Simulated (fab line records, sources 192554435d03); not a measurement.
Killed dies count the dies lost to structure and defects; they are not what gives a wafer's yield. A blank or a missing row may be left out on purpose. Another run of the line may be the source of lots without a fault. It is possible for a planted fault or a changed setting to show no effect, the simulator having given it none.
fab line records	flow n5_finfet
[record] lots = 5	wafers = 15	last_day = 17
route steps=1938 shown BEOL_M12@1636
lots that met no fault: taken from a fault-free run of the same line
start_h: hours from the record's first day to the start of the lot's first wafer shown	wait_h: hours from the lot's prior step to this one	" same as the row above	L1.1+2: a row that stands for several wafers	- value missing, or start not given	* or withheld: withheld	< > ~ a bound
route shown NAME@n: NAME is a module with steps in the file, n the number in the route of the first one	usual: mean and standard deviation over wafers with no fault	same: alike in all rows	chamber/n: place in a boat	sites: per-site readings	_std_site: standard deviation across them	_edge_site: inner sites' mean taken away from outer sites' mean	radius_mm: how far each site lies from the wafer's centre	mask NAME#n: copy n	behind: the most recent tool/chamber to have shaped the wafer	hold: reason for holding the lot/hours on hold/outcome of the hold	device: names the non-switching transistor (n, p or np)	end of line: the tests these same wafers got at the end of their route	a step with no rows: only its recipe	killed: not the wafer's yield, but the dies lost to structure and defects at the first sort	map: per-die view of a wafer (x killed, . not killed, _ where there is no die)
set.NAME: setting as actually run; set.NAME@STEP: the setting as run at that earlier step	model.NAME: the simulator's own value behind a step, which no gauge read
certain route steps with their lots: each step a table, each wafer a row
services: when a tool's chamber went out of use (start_h, in hours from the record's first day, below 0 if earlier), for how many hours, and the reason
[[steps]]
[step N5_BEOL_M12_ETCH_67]
[recipe] chemistry = CF4	target = SiARC	target_depth_a = 1430	time_s = 238.3	ion_energy_ev = 80	pressure_mtorr = 40	source_w = 545	bias_w = 36	Ar_flow_sccm = 100	cf4_flow_sccm = 100	ends = cleared
[step N5_BEOL_M12_ETCH_68]
[recipe] chemistry = N2/H2	target = SOC	mask_material = SiARC	source_w = 3000	bias_w = 350	temp_c = 40	time_s = 285	ion_energy_ev = 200	pressure_mtorr = 30	n2_flow_sccm = 200	h2_flow_sccm = 200
[step N5_BEOL_M12_STRIP_69]
[recipe] chemistry = N2/H2	temp_c = 40	n2_flow_sccm = 200	h2_flow_sccm = 200	rf_frequency_hz = 6e+07
[step N5_BEOL_M12_TRENCH_ETCH_34]
[recipe] chemistry = C4F8/O2/Ar	target = SiOC	target_depth_a = 3189.5	mask_material = SOC	pressure_mtorr = 30	source_w = 3000	bias_w = 700	Ar_flow_sccm = 400	C4F8_flow_sccm = 15	O2_flow_sccm = 8	he_inner_torr = 15	he_outer_torr = 30	time_s = 125.5	ion_energy_ev = 250
[step N5_BEOL_M12_STRIP_70]
[recipe] chemistry = C4F8/O2/Ar	resist = SiARC	rf_frequency_hz = 6e+07
[step N5_BEOL_M12_OCD_MEAS_35]
[usual] trench_depth_nm = 319/5
lot.wafer	tool	chamber	start_h	wait_h	trench_depth_nm
L725.1	ocd-01	-	260.34	0.0	315
L725.5	"	-	"	"	324
L725.6	"	-	"	"	319
L729.1	ocd-02	-	282.26	0.0	319
L729.2	"	-	"	"	312
L729.5	"	-	"	"	319
L731.1	ocd-02	-	285.12	0.0	314
L731.3	"	-	"	"	314
L731.4	"	-	"	"	314
L734.3	ocd-01	-	315.00	0.0	327
L734.4	"	-	"	"	318
L734.5	"	-	"	"	324
L742.2	ocd-01	-	361.88	0.0	317
L742.3	"	-	"	"	311
L742.4	"	-	"	"	309
[step N5_BEOL_M12_STRIP_37]
[recipe] chemistry = N2/H2	power_w = 1000	temp_c = 250	h2_frac = 0.65	overash_fraction = 0.3	pressure_mtorr = withheld	n2_flow_sccm = 1750	h2_flow_sccm = 3250
[step N5_BEOL_M12_ETCH_38]
[recipe] chemistry = CF4/N2	target = SiCN	target_depth_a = 687	taper_deg = 2	time_s = 73.4	ion_energy_ev = 150	mask_material = SiO2	pressure_mtorr = 40	source_w = 430	bias_w = 70	Ar_flow_sccm = 100	cf4_flow_sccm = 60	n2_flow_sccm = 60
[usual] cf4_flow_sccm = 60.03/0.18	drypump_motor_current_A = 5.5/0.39	oes_product_au = 0.81/0.081	rf_vpp_V = 382.3/2.4	showerhead_plenum_p_Torr = 2.21/0.086	throttle_valve_pct = 15.35/0.28
lot.wafer	tool	chamber	start_h	wait_h	cf4_flow_sccm	drypump_motor_current_A	oes_product_au	rf_hours_counter_h	rf_vpp_V	showerhead_plenum_p_Torr	throttle_valve_pct
L725.1	rie_diel-04	0	260.51	-	60.33	6.0	0.84	42	383.6	2.25	15.20
L725.5	"	3	"	"	60.20	5.0	0.89	-	382.3	2.25	14.93
L725.6	"	0	"	"	59.84	6.0	0.84	-	383.8	2.25	15.18
L729.1	rie_diel-05	2	282.39	-	59.85	5.7	0.76	183	375.9	2.03	15.91
L729.2	"	1	"	"	59.93	5.5	0.73	112	380.0	2.13	15.28
L729.5	"	2	"	"	59.59	5.7	0.76	-	377.9	2.03	15.91
L731.1	rie_diel-04	1	287.84	-	59.97	5.6	0.89	31	385.4	2.34	15.24
L731.3	"	2	"	"	59.95	5.7	0.87	24	383.9	2.25	15.47
L731.4	"	0	"	"	59.97	6.0	0.82	53	382.9	2.25	15.23
L734.3	rie_diel-04	2	320.78	-	59.96	5.7	0.84	35	383.9	2.25	15.50
L734.4	"	3	"	"	60.15	5.0	0.85	55	382.5	2.24	14.97
L734.5	"	0	"	"	60.46	6.0	0.81	-	384.2	2.24	15.26
L742.2	rie_diel-05	2	362.04	-	60.13	5.7	0.72	214	376.4	2.02	15.95
L742.3	"	3	"	"	60.13	5.0	0.91	21	383.2	2.24	15.16
L742.4	"	0	"	"	59.98	4.8	0.98	2	385.3	2.36	15.26
[step N5_BEOL_M12_PRECLEAN_39]
[recipe] chemistry = residue_remover	time_s = 60	temp_c = 40
[step N5_BEOL_M12_SRD_40]
[recipe] time_s = 30	temp_c = 23	rinse_liquid = diw	dry = n2_spin	spin_rpm = 1500	dry_time_s = 30
[step N5_BEOL_M12_DEGAS_41]
[recipe] ambient = vacuum	temp_c = 250	time_s = 60
[usual] heater_power_w = 330/22
lot.wafer	tool	chamber	start_h	wait_h	heater_power_w
L725.1	pvd_sputter-01	-	260.71	0.0	329
L725.5	"	-	"	"	343
L725.6	"	-	"	"	322
L729.1	pvd_sputter-01	-	283.12	0.6	320
L729.2	"	-	"	"	365
L729.5	"	-	"	"	360
L731.1	pvd_sputter-03	-	288.52	0.5	325
L731.3	"	-	"	"	292
L731.4	"	-	"	"	302
L734.3	pvd_sputter-02	-	320.98	0.0	343
L734.4	"	-	"	"	309
L734.5	"	-	"	"	374
L742.2	pvd_sputter-02	-	364.00	1.8	367
L742.3	"	-	"	"	296
L742.4	"	-	"	"	311
[step N5_BEOL_M12_PRE_CLEAN_42]
[recipe] gas = H2/He	time_s = 30	temp_c = 250
[usual] heater_power_w = 331/23
lot.wafer	tool	chamber	start_h	wait_h	heater_power_w
L725.1	pvd_sputter-01	-	260.75	0.0	335
L725.5	"	-	"	"	354
L725.6	"	-	"	"	328
L729.1	pvd_sputter-01	-	283.16	0.0	317
L729.2	"	-	"	"	359
L729.5	"	-	"	"	348
L731.1	pvd_sputter-03	-	288.56	0.0	324
L731.3	"	-	"	"	290
L731.4	"	-	"	"	319
L734.3	pvd_sputter-02	-	321.02	0.0	350
L734.4	"	-	"	"	312
L734.5	"	-	"	"	379
L742.2	pvd_sputter-02	-	364.04	0.0	366
L742.3	"	-	"	"	309
L742.4	"	-	"	"	307
[step N5_BEOL_M12_SPUTTER_43]
[recipe] material = TaN	target_thk_a = 150	temp_c = 50	bias_v = 168.6	power_w = 15000	chamber_pressure_pa = 0.12	time_s = 24.19
[usual] throttle_valve_pct = 29.9/1.1
lot.wafer	tool	chamber	start_h	wait_h	throttle_valve_pct	model.TaN_of_BEOL_M12_SPUTTER_43.thk_nm
L725.1	pvd_sputter-01	-	260.79	0.0	29.7	14.8
L725.5	"	-	"	"	31.1	15
L725.6	"	-	"	"	30.0	14.8
L729.1	pvd_sputter-01	-	283.20	0.0	31.7	15.4
L729.2	"	-	"	"	30.9	15
L729.5	"	-	"	"	30.8	15.2
L731.1	pvd_sputter-03	-	288.60	0.0	29.5	14.6
L731.3	"	-	"	"	30.4	14.8
L731.4	"	-	"	"	29.9	14.6
L734.3	pvd_sputter-02	-	321.06	0.0	29.5	15
L734.4	"	-	"	"	29.7	15
L734.5	"	-	"	"	27.6	15.2
L742.2	pvd_sputter-02	-	364.08	0.0	27.7	15.4
L742.3	"	-	"	"	31.0	13.4
L742.4	"	-	"	"	29.7	15.2
[step N5_BEOL_M12_SPUTTER_44]
[recipe] material = Ta	target_thk_a = 100	temp_c = 50	bias_v = 80	power_w = 15000	chamber_pressure_pa = 0.07	time_s = 16.13
[usual] throttle_valve_pct = 29.8/1.1
lot.wafer	tool	chamber	start_h	wait_h	throttle_valve_pct
L725.1	pvd_sputter-01	-	260.87	0.0	29.8
L725.5	"	-	"	"	30.8
L725.6	"	-	"	"	29.7
L729.1	pvd_sputter-01	-	283.28	0.0	31.9
L729.2	"	-	"	"	30.9
L729.5	"	-	"	"	31.2
L731.1	pvd_sputter-03	-	288.68	0.0	29.4
L731.3	"	-	"	"	30.1
L731.4	"	-	"	"	30.2
L734.3	pvd_sputter-02	-	321.14	0.0	29.5
L734.4	"	-	"	"	29.8
L734.5	"	-	"	"	27.6
L742.2	pvd_sputter-02	-	364.16	0.0	27.7
L742.3	"	-	"	"	30.9
L742.4	"	-	"	"	29.8
[step N5_BEOL_M12_SPUTTER_45]
[recipe] material = Cu	target_thk_a = 800	temp_c = -20	bias_v = 60	power_w = 26000	chamber_pressure_pa = 0.13	time_s = 13.33
[usual] throttle_valve_pct = 29.9/1.1
lot.wafer	tool	chamber	start_h	wait_h	throttle_valve_pct
L725.1	pvd_sputter-01	-	260.95	0.0	30.2
L725.5	"	-	"	"	30.9
L725.6	"	-	"	"	29.7
L729.1	pvd_sputter-01	-	283.36	0.0	31.6
L729.2	"	-	"	"	30.8
L729.5	"	-	"	"	30.7
L731.1	pvd_sputter-03	-	288.76	0.0	29.6
L731.3	"	-	"	"	30.2
L731.4	"	-	"	"	30.1
L734.3	pvd_sputter-02	-	321.22	0.0	29.6
L734.4	"	-	"	"	30.0
L734.5	"	-	"	"	27.7
L742.2	pvd_sputter-02	-	364.24	0.0	27.8
L742.3	"	-	"	"	31.1
L742.4	"	-	"	"	29.8
[step N5_BEOL_M12_ECD_47]
[recipe] material = Cu	target_thk_a = 7200
[step N5_BEOL_M12_ANNEAL_48]
[recipe] temp_c = 225	time_s = 90	ambient = N2
[step N5_BEOL_M12_CMP_49]
[recipe] stop_on = SiOC	t_overpolish_s = 20.6	down_force_psi = 1	platen_rpm = 50	clearing_platen_down_force_psi = 1.5	clearing_platen_rpm = 50	post_cmp_clean = cu_alkaline	target_thk_nm = 320	clearing_platen_pad_velocity_m_s = 0.99484	pad_velocity_m_s = 0.99484
[usual] barrier_field_endpoint_s = 30.1/0.73	motor_current_A = 6.1/0.57	pad_life_wafers = 974/720
lot.wafer	tool	chamber	start_h	wait_h	barrier_field_endpoint_s	motor_current_A	pad_life_wafers
L725.1	cmp-01	1	261.52	0.3	30.1	5.5	1632
L725.5	"	1	"	"	29.8	5.3	-
L725.6	"	2	"	"	29.8	6.7	-
L729.1	cmp-01	0	284.05	0.3	29.6	6.8	1812
L729.2	"	3	"	"	29.6	6.7	1815
L729.5	"	0	"	"	30.3	6.7	-
L731.3	cmp-01	0	289.32	0.2	31.2	6.9	1848
L731.4	"	1	"	"	31.0	5.5	1849
L731.1	"	3	"	"	31.7	6.4	1851
L734.3	cmp-01	3	321.77	0.2	30.7	6.3	30
L734.4	"	0	"	"	30.1	7.3	31
L734.5	"	3	"	"	30.9	6.4	-
L742.3	cmp-04	1	364.80	0.2	27.1	5.2	30
L742.2	"	2	"	"	30.1	6.2	31
L742.4	"	3	"	"	30.0	6.8	32
[step N5_BEOL_M12_THK_MEAS_50]
[recipe] thk_meas_gauge = xrf	reads = Cu_of_BEOL_M12_ECD_47
[usual] M12_THK = 314/5.5
lot.wafer	tool	chamber	start_h	wait_h	M12_THK[nm]
L725.1	film_metro-01	-	261.81	-	312
L725.5	"	-	"	"	322
L725.6	"	-	"	"	315
L729.1	film_metro-01	-	284.35	-	312
L729.2	"	-	"	"	305
L729.5	"	-	"	"	311
L731.1	film_metro-02	-	289.61	-	311
L731.3	"	-	"	"	307
L731.4	"	-	"	"	309
L734.3	film_metro-02	-	322.07	-	320
L734.4	"	-	"	"	311
L734.5	"	-	"	"	317
L742.2	film_metro-01	-	365.10	-	306
L742.3	"	-	"	"	303
L742.4	"	-	"	"	297
[[services]]
tool	chamber	start_h	hours	kind
rie_diel-05	0	245.48	11.8	repair
cmp-04	-	251.09	0.8	repair
cmp-01	-	252.04	3.5	pm
rie_diel-05	3	266.21	-	clean
rie_diel-05	3	266.21	-	consumable_replace:focus_ring
rie_diel-05	3	266.21	19.3	scheduled_down
rie_diel-05	3	266.21	19.3	vent_cycle
rie_diel-05	3	295.88	15.1	repair
cmp-01	-	312.84	4.0	pm
rie_diel-05	0	314.81	2.2	repair
cmp-01	-	316.84	-	consumable_replace:conditioner
cmp-01	-	316.84	-	consumable_replace:pad
cmp-01	-	331.15	0.4	repair
cmp-01	-	335.30	2.6	repair
rie_diel-05	0	342.27	-	clean
rie_diel-05	0	342.27	-	consumable_replace:focus_ring
rie_diel-05	0	342.27	-	consumable_replace:showerhead
rie_diel-05	0	342.27	16.1	scheduled_down
rie_diel-05	0	342.27	16.1	vent_cycle
pvd_sputter-03	-	355.57	0.7	repair
cmp-04	-	356.88	4.0	pm
cmp-04	-	360.88	-	consumable_replace:conditioner
cmp-04	-	360.88	-	consumable_replace:pad
[[key]]
[first_sign] step = N5_BEOL_M12_CMP_49	reading = barrier_field_endpoint_s	direction = down	sigmas = 4.1	usual = 30.1	struck = 27.1
effect none on later readings
[model_effect] step = N5_BEOL_M12_SPUTTER_43	value = TaN_of_BEOL_M12_SPUTTER_43.thk_nm	without = 15	struck = 13.4
met_at N5_BEOL_M12_SPUTTER_43
struck_wafers L742.3
onset_between 321.06 364.08
[fault] kind = process_parameter_drift	tool = pvd_sputter-02	chamber = -	onset_h = 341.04	steps = N5_BEOL_M12_SPUTTER_43	channel = time_s	offset = *	shape = step	end_h = 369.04	scope = struck_wafers_only	acts_in = *	stated = *
